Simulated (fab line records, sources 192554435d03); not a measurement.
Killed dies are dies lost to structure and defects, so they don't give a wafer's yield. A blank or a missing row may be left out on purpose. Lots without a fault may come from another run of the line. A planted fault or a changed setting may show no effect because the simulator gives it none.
A struck lot beside a sound one | flow n5_finfet | 28 steps out of a route of 1938
Sound: wafers L860.2, L860.3, L860.5. Struck: wafers L872.4, L872.5, L872.6. The cause comes at the end.
At each step with rows: each side's tool, then ch and its chambers, then its first start. Under that, the readings that differ: sound wafers | struck wafers | difference of the means | sigmas: that difference in standard deviations of wafers without a fault.
alike: readings whose means differ by less than 2 such deviations, and words and numbers that are the same on both sides. not compared: withheld readings, readings that some wafer has no value for, bounds like >300 that may hide the same value, and numbers for which the record gives no deviation and whose values overlap.
The two part at a step that has a row with sigmas, a row that says differs or no value, or rows on one side only. Numbers that don't overlap but have no deviation are shown without sigmas and don't part them. A reading that every wafer of one side lacks parts them only if that side has two wafers or more.

first, 1 step without rows for these wafers: N5_DUMMY_GATE_UV_OZONE_45 (time 120 s).
N5_DUMMY_GATE_INSPECT_27: inspects for defects (brightfield).
  sound on defect_inspect-02, day 3 15:18; struck on defect_inspect-01, day 6 12:54
  alike: raw_defect_count
then, 2 steps without rows for these wafers: N5_SPACER0_ALD_07 (deposits SiNx, target thk 2 nm); N5_SPACER0_ALD_00 (deposits SiOCN, target thk 3.5 nm, pulse time 3 s, purge time 2 s).
N5_SPACER0_ALD_08: deposits SiNx, target thk 2 nm.
  sound on ald_sin-04 ch 0,1, day 3 16:01; struck on ald_sin-01 ch 0,1,3, day 6 13:21
  alike: heater_power_w
N5_SPACER0_INSPECT_04: inspects for defects (darkfield).
  sound on defect_inspect-02, day 3 16:11; struck on defect_inspect-02, day 6 13:30
  alike: raw_defect_count
then, 6 steps without rows for these wafers: N5_SD_EPI_N_COAT_32 (time 60 s, resist thk 350 nm); N5_SD_EPI_N_COAT_33 (time 60 s, resist thk 35 nm); N5_SD_EPI_N_COAT_03 (resist thk 150 nm); N5_SD_EPI_N_EBR_05; N5_SD_EPI_N_SOFTBAKE_04 (time 60 s); N5_SD_EPI_N_EXPOSE_06 (exposes mask SD N BLK, target cd 120 nm).
N5_SD_EPI_N_PEB_07: peb time 60 s.
  sound on litho_track-01 ch 0, day 3 16:31; struck on litho_track-01 ch 0, day 6 13:43
  reading                  | sound             | struck            | difference | sigmas
  heater_power_total_W (W) | 174.1 174.1 174.5 | 363.2 368.7 373.9 | +194.4     | +99 or more
  alike: chill_plate_temp_C, exhaust_pa
then, 1 step without rows for these wafers: N5_SD_EPI_N_DEVELOP_08 (develop time 30 s).
N5_SD_EPI_N_CD_MEAS_09: target cd 120 nm.
  sound on cd_sem-02 ch 0, day 3 16:35; struck on cd_sem-03 ch 0, day 6 13:47
  reading    | sound             | struck         | difference | sigmas
  cd_nm (nm) | 119.6 118.2 119.8 | 67.4 68.1 67.7 | -51.5      | -43
N5_SD_EPI_N_OVL_MEAS_10:
  sound on overlay-02 ch 0, day 3 16:37; struck on overlay-02 ch 0, day 6 13:49
  reading           | sound       | struck         | difference | sigmas
  SD_N_BLK_OVL (nm) | 1.3 0.2 0.3 | -1.2 -0.5 -0.8 | -1.4       | -2
N5_SD_EPI_N_INSPECT_11: inspects for defects (macro).
  sound on defect_inspect-02, day 3 16:38; struck on defect_inspect-02, day 6 13:50
  alike: raw_defect_count
N5_SD_EPI_N_DESCUM_14: chemistry O2, time 7.9 s.
  sound on rie_diel-04 ch 1,2,3, day 3 16:40; struck on rie_diel-02 ch 0,2,3, day 6 13:53
  reading                   | sound           | struck     | difference | sigmas
  model.SD_EPI_N.cd_nm (nm) | 119.8 118.2 120 | 67 67.6 68 | -52        |
  alike: chamber_pressure_mTorr, drypump_motor_current_A, oes_product_au, rf_vpp_V, showerhead_plenum_p_Torr, temp_c, throttle_valve_pct
  not compared: rf_hours_counter_h
then, 1 step without rows for these wafers: N5_SD_EPI_N_ETCH_34 (etches SiARC in CF4, target depth 45.5 nm, time 75.8 s).
N5_SD_EPI_N_ETCH_35: etches SOC in N2/H2, overetch 108 nm, time 486 s.
  sound on rie_diel-04 ch 1,2,3, day 3 16:46; struck on rie_diel-02 ch 0,2,3, day 6 14:07
  alike: chamber_pressure_mTorr, drypump_motor_current_A, oes_product_au, rf_vpp_V, showerhead_plenum_p_Torr, temp_c, throttle_valve_pct
  not compared: rf_hours_counter_h
then, 1 step without rows for these wafers: N5_SD_EPI_N_STRIP_36 (strips in N2/H2).
N5_SD_EPI_N_ETCHBACK_44: etches SiNx in CH3F/O2, stops on SiO2, target depth 14.5 nm.
  sound on rie_diel-04 ch 1,2,3, day 3 17:05; struck on rie_diel-02 ch 0,2,3, day 6 14:20
  alike: chamber_pressure_mTorr, drypump_motor_current_A, oes_f_703_au, oes_product_au, rf_vpp_V, showerhead_plenum_p_Torr, throttle_valve_pct
  not compared: rf_hours_counter_h
N5_SD_EPI_N_ETCH_45: etches SiOCN in CH3F/O2, target depth 6 nm.
  sound on rie_diel-04 ch 1,2,3, day 3 17:11; struck on rie_diel-02 ch 0,2,3, day 6 14:26
  alike: chamber_pressure_mTorr, drypump_motor_current_A, oes_product_au, rf_vpp_V, showerhead_plenum_p_Torr, throttle_valve_pct
  not compared: rf_hours_counter_h
then, 2 steps without rows for these wafers: N5_SD_EPI_N_ETCH_16 (etches SiO2 in CHF3/O2, target depth 5 nm); N5_SD_EPI_N_STRIP_47 (strips in CHF3/O2).
N5_SD_EPI_N_SD_RECESS_17: chemistry HBr/Cl2/O2, target depth 41 nm, time 23.7 s, bt time 3 s.
  sound on rie_si-05 ch 0,1, day 3 17:21; struck on rie_si-02 ch 2,3, day 6 14:33
  reading                   | sound           | struck         | difference | sigmas
  model.SD_EPI_N.cd_nm (nm) | 120.4 116.6 119 | 63.4 65.4 67.8 | -53.1      |
  alike: chamber_pressure_mTorr, drypump_motor_current_A, oes_product_au, throttle_valve_pct
  not compared: rf_hours_counter_h
N5_SD_EPI_N_STRIP_38: strips in N2/H2.
  sound on plasma_asher-02 ch 0,1, day 3 17:27; struck on plasma_asher-01 ch 0,1, day 6 14:40
  alike: drypump_motor_current_A, heater_power_w, oes_product_au, temp_c
  not compared: rf_hours_counter_h
N5_BEOL_M4_RC_MEAS_101:
  the record has rows for the sound wafers here (prober-01 ch 0, day 8 06:49) and none for the struck ones

WHERE THEY PART
First at N5_SD_EPI_N_PEB_07; last, within this record, at N5_BEOL_M4_RC_MEAS_101.

WHY: what the simulator had put in
Process parameter drift: litho_track-01, from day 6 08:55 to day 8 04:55, at N5_SD_EPI_N_PEB_07. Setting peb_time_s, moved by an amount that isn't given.
